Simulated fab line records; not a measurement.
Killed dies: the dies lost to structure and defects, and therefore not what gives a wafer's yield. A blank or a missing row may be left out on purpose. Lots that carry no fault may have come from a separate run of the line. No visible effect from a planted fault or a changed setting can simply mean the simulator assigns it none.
Split-lot trial ; flow n5-finfet ; 7 lots, 21 wafers read, on a route of 1938 steps

== THE SPLIT ==
At N5_BEOL_M0_SAQP_COAT_82 (time 60 s, resist thk 30 nm), the setting spin-rpm was moved away from the recipe's 1500 rpm on 9 of the 21 wafers read, by -8.5% to +6.1%. All remaining wafers had this setting at the recipe value.

== FROM THE SPLIT TO THE READING: what the file shows between them, 3 steps ==
- N5_BEOL_M0_SAQP_DEVELOP_13: develop time 30 s (also split here: develop-time-s)
- N5_BEOL_M0_SAQP_DESCUM_19: chemistry O2, time 7.9 s
- N5_BEOL_M0_SAQP_ETCH_83: etches SiARC in CF4, target depth 39 nm, time 65 s

== THE READING ==
SiARC_of_BEOL_M0_SAQP_COAT_82.thk-nm (the simulator's own value, which no gauge read), in nm, at N5_BEOL_M0_SAQP_ETCH_84 (etches SOC in N2/H2, target depth 100 nm, overetch 20 nm, time 150 s). The file gives no usual value for it. Across the 12 wafers here that went through the recipe, the average is 24.3 nm and the standard deviation 0.13 nm.

wafer;tool, chamber at the split;spin-rpm as run, rpm;against the recipe;SiARC_of_BEOL_M0_SAQP_COAT_82.thk-nm, nm;against lot-mates on the recipe
L076.1;litho-track-04, 0;1372;-8.5%;25.6;no lot-mate on the recipe
L076.3;litho-track-04, 0;1372;-8.5%;25.6;no lot-mate on the recipe
L076.5;litho-track-04, 0;1372;-8.5%;25.6;no lot-mate on the recipe
L078.4;litho-track-02, 0;1500;recipe;24.2;-
L078.6;litho-track-02, 0;1500;recipe;24.2;-
L078.5;litho-track-02, 0;1500;recipe;24.4;-
L080.2;litho-track-03, 0;1382;-7.9%;25.8;+1.6
L080.4;litho-track-03, 0;1500;recipe;24.2;-
L080.6;litho-track-03, 0;1500;recipe;24.2;-
L081.4;litho-track-02, 0;1548;+3.2%;24;-0.4
L081.5;litho-track-02, 0;1548;+3.2%;24.2;-0.2
L081.6;litho-track-02, 0;1500;recipe;24.4;-
L084.1;litho-track-02, 0;1500;recipe;24.4;-
L084.6;litho-track-02, 0;1500;recipe;24.4;-
L084.4;litho-track-02, 0;1444;-3.7%;25.4;+1.0
L086.2;litho-track-03, 0;1591;+6.1%;23.4;-0.8
L086.5;litho-track-03, 0;1500;recipe;24;-
L086.6;litho-track-03, 0;1500;recipe;24.4;-
L092.2;litho-track-04, 0;1500;recipe;24.4;-
L092.3;litho-track-04, 0;1500;recipe;24.4;-
L092.4;litho-track-04, 0;1379;-8.1%;25.8;+1.4

THE FIT
A straight line over all 21 wafers: SiARC_of_BEOL_M0_SAQP_COAT_82.thk-nm changes by -0.158 nm for each +1% of spin-rpm; r = -0.96; the points scatter about the line by 0.19 nm.
The same after taking each lot's own level away (the mean of its wafers on the recipe; 18 wafers): -0.171 nm for each +1%; r = -0.97; scatter 0.16 nm.
That fit puts the effect of the largest move of spin-rpm on the reading at 1.5 nm.
The span of the lots' own levels, 24.20 to 24.40 nm, comes to 1.5 times the standard deviation stated above.
Consequently the slope shifts little with the lot-to-lot level, the two slopes agreeing.
Check: +1.48 nm against its lot-mates is what the line predicts for one of the wafers moved furthest among these (-8.1%) when that wafer is left out of the fit. Against them it came out at +1.4 nm.

== OTHER SPLITS APPLIED TO THESE WAFERS ==
Before the reading, these wafers also passed through other splits. Each is held against what the fit with the lots' levels taken away leaves over:
other split on the same wafers;wafers away from the commonest value;r with SiARC_of_BEOL_M0_SAQP_COAT_82.thk-nm (lot level and that fit taken away)
N5_MOL_CONTACT_COAG_EXPOSE_05 dose-mj;5;-0.42
N5_BEOL_M0_SAQP_DEVELOP_13 develop-time-s;8;+0.13

== THE WHOLE CHAIN: every reading that the file lists as answering this split, in the file's order ==
step;what it does;reading;change (the file's fit);r (the file's)
N5_BEOL_M0_SAQP_COAT_82;time 60 s, resist thk 30 nm;SiARC_of_BEOL_M0_SAQP_COAT_82.thk-nm (the simulator's own value, which no gauge read);-0.156 nm for each +1% of the setting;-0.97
N5_BEOL_M0_SAQP_ETCH_83;etches SiARC in CF4, target depth 39 nm, time 65 s;etch-rf-on-time-s;withheld for each +1% of the setting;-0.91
N5_BEOL_M0_SAQP_ETCH_83;etches SiARC in CF4, target depth 39 nm, time 65 s;CAR-ArF_of_BEOL_M0_SAQP_COAT_08.thk-nm (the simulator's own value, which no gauge read);+0.147 nm for each +1% of the setting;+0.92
N5_BEOL_M0_SAQP_ETCH_83;etches SiARC in CF4, target depth 39 nm, time 65 s;etch.depth-nm (the simulator's own value, which no gauge read);-0.158 nm for each +1% of the setting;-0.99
N5_BEOL_M0_SAQP_ETCH_84;etches SOC in N2/H2, target depth 100 nm, overetch 20 nm, time 150 s;SiARC_of_BEOL_M0_SAQP_COAT_82.thk-nm (the simulator's own value, which no gauge read);-0.178 nm for each +1% of the setting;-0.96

== FILE'S OWN FIT ==
SiARC_of_BEOL_M0_SAQP_COAT_82.thk-nm changes by -0.178 nm for each +1% of spin-rpm, r = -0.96.
